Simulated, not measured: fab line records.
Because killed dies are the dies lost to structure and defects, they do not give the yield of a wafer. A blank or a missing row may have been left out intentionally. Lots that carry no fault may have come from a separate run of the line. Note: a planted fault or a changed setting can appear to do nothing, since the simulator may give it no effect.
fab line records | flow nand_harc | part 2 of 2: steps 44 to 44 of 44
[record] lots = 6 | wafers = 18 | last_day = 33
route steps=1302 shown A_CONTACT@999 END@1302
lots untouched by any fault: they come from a run of this same line in which no faults occurred
start_h: the number of hours between the record's first day and the start of the first shown wafer of the lot | wait_h: time in hours since the lot's previous step | " as in the row above | L1.1+2: several wafers, shown together as one row | - no value, or no start was given | * or withheld: withheld | < > ~ a bound
route shown NAME@n: names a module that has steps shown in the file, with the first one's number in the route | usual: mean and standard deviation over wafers with no fault | same: alike in all rows | chamber/n: place in a boat | sites: the reading at each site | _std_site: standard deviation across them | _edge_site: mean of outer sites minus mean of inner sites | radius_mm: how far each site lies from the wafer's centre | mask NAME#n: copy n | behind: the tool/chamber that last shaped the wafer | hold: reason for holding the lot/hours on hold/outcome of the hold | device: transistor that didn't switch, given as n, p or np | end of line: at the end of the route, the tests of the same wafers | a step with no rows: only its recipe | killed: dies lost to structure and defects at the first sort, not the wafer's yield | map: shows each die of a wafer: x if killed, . if not, _ if none is there
set.NAME: the setting the step ran with; set.NAME@STEP: the setting that earlier step ran with | model.NAME: the simulator's own value behind a step, which no gauge read
lots at selected steps of the route; one table per step, one row per wafer
services: a tool's chamber out of use, with start hour (start_h, from the record's first day; less than 0 if before it), hours out, and reason
[[steps]]
[step NHARC_END_SORT_01]
[recipe] temp_c = 25
[usual] killed_at_array = 55/20 | killed_at_other = 0.7/0.96 | killed_at_periphery = 4.1/2.4 | killed_dies = 60/20 | killed_open = 3.3/1.9 | killed_short = 2.8/1.6
[same] gross_dies = 677
lot.wafer | tool      | chamber | start_h | wait_h | killed_at_array | killed_at_other | killed_at_periphery | killed_dies | killed_open | killed_short
L471.1    | prober-01 | 0       | 583.53  | 2.5    | 50              | 1               | 4                   | 55          | 1           | 2
L471.3    | prober-01 | 0       | 585.14  | 3.1    | 49              | 1               | 3                   | 53          | 2           | 2
L471.5    | prober-01 | 0       | 586.74  | 3.7    | 45              | 0               | 5                   | 50          | 4           | 2
L477.3    | prober-01 | 0       | 663.90  | 3.1    | 28              | 0               | 6                   | 34          | 3           | 3
L477.4    | prober-01 | 0       | 664.69  | 3.4    | 38              | 0               | 7                   | 45          | 5           | 3
L477.6    | prober-01 | 0       | 666.28  | 4.0    | 42              | 0               | 5                   | 47          | 5           | 9
L484.1    | prober-01 | 0       | 725.77  | 2.5    | 138             | 2               | 2                   | 142         | 3           | 6
L484.4    | prober-01 | 0       | 728.17  | 3.4    | 162             | 2               | 2                   | 166         | 3           | 3
L484.5    | prober-01 | 0       | 728.97  | 3.7    | 125             | 3               | 3                   | 131         | 4           | 5
L488.2    | prober-01 | 0       | 762.57  | 2.8    | 41              | 0               | 1                   | 42          | 2           | 4
L488.4    | prober-01 | 0       | 764.17  | 3.4    | 37              | 1               | 1                   | 39          | 2           | 4
L488.5    | prober-01 | 0       | 764.97  | 3.7    | 30              | 0               | 1                   | 31          | 2           | 1
L485.1    | prober-01 | 0       | 766.59  | 2.5    | 120             | 0               | 5                   | 125         | 2           | 2
L485.4    | prober-01 | 0       | 768.99  | 3.4    | 119             | 0               | 4                   | 123         | 3           | 1
L485.5    | prober-01 | 0       | 769.79  | 3.7    | 111             | 1               | 5                   | 117         | 1           | 2
L489.2    | prober-02 | 0       | 783.56  | 2.8    | 45              | 0               | 3                   | 48          | 4           | 4
L489.3    | prober-02 | 0       | 784.37  | 3.1    | 39              | 0               | 3                   | 42          | 2           | 2
L489.6    | prober-02 | 0       | 786.78  | 4.0    | 50              | 0               | 3                   | 53          | 3           | 6
// killed by level:class
L471.1 A_CHANNEL_HOLE_D2:chamber_film_flake=40 A_CHANNEL_FILL_D2:chamber_film_flake=4 A_CONTACT:chamber_film_flake=2 P_GATE:geometric_particle:open=1 P_M1:geometric_particle:short=1 A_DECK1_JOINT:geometric_particle:short=1 P_STI:chamber_film_flake=1 P_GATE:chamber_film_flake=1
L471.3 A_CHANNEL_HOLE_D2:chamber_film_flake=37 P_GATE:chamber_film_flake=2 A_CHANNEL_HOLE_D1:chamber_film_flake=2 A_CHANNEL_FILL_D1:chamber_film_flake=2 A_CONTACT:chamber_film_flake=2 A_ONON_D2:geometric_particle:short=1 A_WL_FILL:geometric_particle:open=1 A_BLC:geometric_particle:short=1
L471.5 A_CHANNEL_HOLE_D2:chamber_film_flake=30 A_CHANNEL_HOLE_D1:chamber_film_flake=4 A_WL_FILL:chamber_film_flake=3 A_CONTACT:chamber_film_flake=3 P_M0:geometric_particle:open=2 A_CHANNEL_FILL_D2:chamber_film_flake=2 P_GATE:geometric_particle:open=1 P_CONTACT:geometric_particle:short=1
L477.3 A_CHANNEL_HOLE_D2:chamber_film_flake=10 A_CHANNEL_HOLE_D1:chamber_film_flake=5 P_M2:chamber_film_flake=3 A_CHANNEL_FILL_D1:chamber_film_flake=2 A_CHANNEL_FILL_D2:chamber_film_flake=2 A_STAIRCASE:chamber_film_flake=2 A_CONTACT:chamber_film_flake=2 P_CONTACT:geometric_particle:short=1
L477.4 A_CHANNEL_HOLE_D2:chamber_film_flake=15 A_CONTACT:chamber_film_flake=5 A_STAIRCASE:chamber_film_flake=5 A_CHANNEL_HOLE_D1:chamber_film_flake=4 P_M2:chamber_film_flake=3 A_CHANNEL_FILL_D2:geometric_particle:open=2 P_STI:chamber_film_flake=2 P_M0:geometric_particle:short=1
L477.6 A_CHANNEL_HOLE_D2:chamber_film_flake=14 A_CHANNEL_HOLE_D1:chamber_film_flake=9 A_STAIRCASE:chamber_film_flake=3 A_CONTACT:chamber_film_flake=3 P_M1:geometric_particle:short=2 A_CHANNEL_FILL_D1:geometric_particle:short=2 A_CHANNEL_FILL_D2:geometric_particle:open=2 A_WL_FILL:geometric_particle:short=2
L484.1 A_CONTACT:unspecified=65 A_CHANNEL_HOLE_D2:chamber_film_flake=24 A_CHANNEL_HOLE_D1:chamber_film_flake=19 A_SLIT:chamber_film_flake=19 A_CHANNEL_FILL_D1:geometric_particle:open=2 A_CONTACT:chamber_film_flake=2 THIN_TSV:chamber_film_flake=2 P_M1:geometric_particle:open=1
L484.4 A_CONTACT:unspecified=81 A_CHANNEL_HOLE_D1:chamber_film_flake=26 A_SLIT:chamber_film_flake=23 A_CHANNEL_HOLE_D2:chamber_film_flake=19 A_CONTACT:chamber_film_flake=4 A_STAIRCASE:chamber_film_flake=3 THIN_TSV:chamber_film_flake=2 P_M0:geometric_particle:open=1
L484.5 A_CONTACT:unspecified=65 A_CHANNEL_HOLE_D1:chamber_film_flake=23 A_SLIT:chamber_film_flake=11 A_CHANNEL_HOLE_D2:chamber_film_flake=9 A_STAIRCASE:chamber_film_flake=5 THIN_TSV:chamber_film_flake=3 A_CONTACT:chamber_film_flake=2 P_M0:geometric_particle:open=1
L488.2 A_CHANNEL_HOLE_D1:chamber_film_flake=13 A_SLIT:chamber_film_flake=10 A_CONTACT:chamber_film_flake=5 A_CHANNEL_FILL_D1:chamber_film_flake=4 A_WL_FILL:geometric_particle:short=2 A_ZERO_WELL:chamber_film_flake=2 A_SOURCE_PLATE:geometric_particle:open=1 A_ONON_D2:geometric_particle:short=1
L488.4 A_CHANNEL_HOLE_D1:chamber_film_flake=14 A_SLIT:chamber_film_flake=7 A_CONTACT:chamber_film_flake=5 A_CHANNEL_FILL_D1:chamber_film_flake=2 P_M0:geometric_particle:short=1 A_CHANNEL_HOLE_D1:geometric_particle:open=1 A_CHANNEL_FILL_D1:geometric_particle:short=1 A_STAIRCASE:geometric_particle:short=1
L488.5 A_CHANNEL_HOLE_D1:chamber_film_flake=11 A_SLIT:chamber_film_flake=6 A_WL_FILL:chamber_film_flake=4 A_CONTACT:chamber_film_flake=4 A_CHANNEL_HOLE_D1:geometric_particle:open=1 A_WL_FILL:geometric_particle:short=1 A_M1:geometric_particle:open=1 P_M0:chamber_film_flake=1
L485.1 A_CONTACT:unspecified=63 A_CHANNEL_HOLE_D1:chamber_film_flake=26 A_CHANNEL_HOLE_D2:chamber_film_flake=14 A_CONTACT:chamber_film_flake=9 A_STAIRCASE:chamber_film_flake=4 P_STI:chamber_film_flake=3 P_STI:geometric_particle:open=1 A_ONON_D1:geometric_particle:open=1
L485.4 A_CONTACT:unspecified=66 A_CHANNEL_HOLE_D1:chamber_film_flake=21 A_CHANNEL_HOLE_D2:chamber_film_flake=15 A_STAIRCASE:chamber_film_flake=6 A_SLIT:chamber_film_flake=5 P_STI:chamber_film_flake=2 P_GATE:chamber_film_flake=2 A_WL_FILL:chamber_film_flake=2
L485.5 A_CONTACT:unspecified=67 A_CHANNEL_HOLE_D1:chamber_film_flake=15 A_CHANNEL_HOLE_D2:chamber_film_flake=12 A_STAIRCASE:chamber_film_flake=7 A_CONTACT:chamber_film_flake=4 P_STI:chamber_film_flake=2 P_GATE:chamber_film_flake=2 A_SLIT:chamber_film_flake=2
L489.2 A_CHANNEL_HOLE_D1:chamber_film_flake=23 A_SLIT:chamber_film_flake=5 A_CHANNEL_FILL_D2:chamber_film_flake=4 A_CONTACT:chamber_film_flake=4 P_CONTACT:geometric_particle:open=2 A_ONON_D2:geometric_particle:short=2 A_CHANNEL_HOLE_D2:chamber_film_flake=2 A_CHANNEL_FILL_D1:geometric_particle:short=1
L489.3 A_CHANNEL_HOLE_D1:chamber_film_flake=17 A_SLIT:chamber_film_flake=6 A_CONTACT:chamber_film_flake=6 P_ZERO_WELL:chamber_film_flake=2 A_CHANNEL_HOLE_D2:chamber_film_flake=2 A_CHANNEL_FILL_D2:chamber_film_flake=2 P_GATE:geometric_particle:open=1 A_SOURCE_PLATE:geometric_particle:open=1
L489.6 A_CHANNEL_HOLE_D1:chamber_film_flake=18 A_SLIT:chamber_film_flake=8 A_CONTACT:chamber_film_flake=6 A_STAIRCASE:chamber_film_flake=3 A_M1:chamber_film_flake=3 A_ONON_D2:geometric_particle:short=2 A_CHANNEL_FILL_D2:chamber_film_flake=2 P_M0:geometric_particle:open=1
// map L484.4 (x killed, . not)
____________x____________
_________.....x._________
_______...x...x..._______
______.....xxxx....______
_____..xx.xxxxx...x._____
____...x..xxxxx...x..____
____xxxx.xx.xxx.x....____
___x.x......xxx.x.....___
___xxx......xxx.......___
__xxxx..xx.xx.x.x......__
__x.xx.....x.xxx..x....__
_..xxx......xxx........x_
_..x........x.x.x.x....._
_x...x.x....x..........._
_..............xxxxxxx.._
_..............xxxxx...._
.............xxxxxxxxx...
....x........xxxxxxxx....
.....x.....x..xxxxxxxx...
..............xxxxxxxx...
.......x.......xxxxxx....
_.............xxxxxxxx.._
_..............xxxxxxx.._
_...............xxxx...._
_.............x.xxxxx..._
_..............x..xx...._
__.............x.......__
__................x....__
___..................x___
___...................___
____................x____
____.................____
_____..............._____
______.............______
_______..........._______
_________......._________
____________.____________
// map L485.1 (x killed, . not)
____________.____________
_________...x..._________
_______...x.x..xxx_______
______...xx...xxxx.______
_____....xxxxxxxxxxx_____
____.....xxxxxx.xxxxx____
____......xxxxxxxxxxx____
___x......xxxxxxxxxxxx___
___.......xxxxxxxxxxx.___
__..x....x.x.xxxxxxxx..__
__.........xxxxxxxxxx.x__
_..........xxxxxxxxxx..._
_..x..x....x...xxxxx...._
_............xx...xx...._
_.............x........._
_......................._
.........................
...x.....................
.........................
.........................
........x................
_......................._
_.................x....._
_......................._
_......................._
_......................._
__.....................__
__.................xx..__
___..x................___
___.................x.___
____................x____
____...............xx____
_____..............._____
______.............______
_______........x.._______
_________......._________
____________.____________
[[services]]
tool            | chamber | start_h | hours | kind
rie_diel-04     | 3       | 496.33  | 4.9   | repair
har_cap_etch-01 | -       | 499.38  | 17.0  | pm
har_cap_etch-01 | 0       | 499.38  | 17.0  | vent_cycle
har_cap_etch-01 | 1       | 499.38  | 17.0  | vent_cycle
rie_diel-04     | 0       | 511.85  | -     | clean
rie_diel-04     | 1       | 511.85  | -     | clean
rie_diel-04     | 2       | 511.85  | -     | clean
rie_diel-04     | 3       | 511.85  | -     | clean
har_cap_etch-01 | 0       | 516.38  | -     | clean
har_cap_etch-01 | 1       | 516.38  | -     | clean
rie_diel-04     | -       | 516.83  | 0.2   | repair
rie_diel-13     | -       | 520.02  | 9.0   | pm
rie_diel-04     | 0       | 532.07  | 9.0   | vent_cycle
rie_diel-04     | 1       | 532.07  | 9.0   | vent_cycle
har_cap_etch-02 | -       | 544.62  | 0.4   | repair
rie_diel-11     | 0       | 544.89  | 2.9   | repair
har_cap_etch-03 | -       | 586.65  | 1.4   | repair
rie_diel-04     | 0       | 592.26  | 5.9   | repair
rie_diel-04     | -       | 606.46  | 0.9   | repair
rie_diel-11     | -       | 609.72  | 9.0   | pm
rie_diel-13     | 2       | 637.12  | 12.7  | repair
rie_diel-11     | 1       | 656.74  | 4.0   | repair
rie_diel-13     | -       | 697.13  | 9.0   | pm
rie_diel-04     | -       | 709.19  | 9.0   | pm
[[key]]
[first_sign] step = NHARC_END_SORT_01 | reading = killed_dies | direction = up | sigmas = 3.7 | usual = 60 | struck = 134
[effect] step = NHARC_END_SORT_01 | reading = killed_at_array | direction = up | sigmas = 3.7 | usual = 55 | struck = 129
[more_kills_born_at] NHARC_A_CONTACT_ETCH_117@har_cap_etch-03 = 400
met_at NHARC_A_CONTACT_ETCH_117
struck_wafers L484.1,L484.4,L484.5,L485.1,L485.4,L485.5
tester_left_out L484,L485
onset_between 514.44 647.37
also_fits NHARC_A_CONTACT_ETCH_111:har_cap_etch-03,NHARC_A_CONTACT_ETCH_113:har_cap_etch-03,NHARC_A_CONTACT_ETCH_115:har_cap_etch-03,NHARC_A_CONTACT_ETCH_116:har_cap_etch-03
[fault] kind = chamber_particle_source | tool = har_cap_etch-03 | chamber = - | onset_h = 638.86 | steps = NHARC_A_CONTACT_ETCH_117 | rate_per_visit_cm2 = 0.69299 | end_h = 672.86
// tester_left_out: of these lots the tester's yield and bins aren't shown, on N5 and GAA mostly nor the transistor test; their killed dies are dies lost to structure and defects alone, not to doping, threshold or leakage, so they don't give the yield
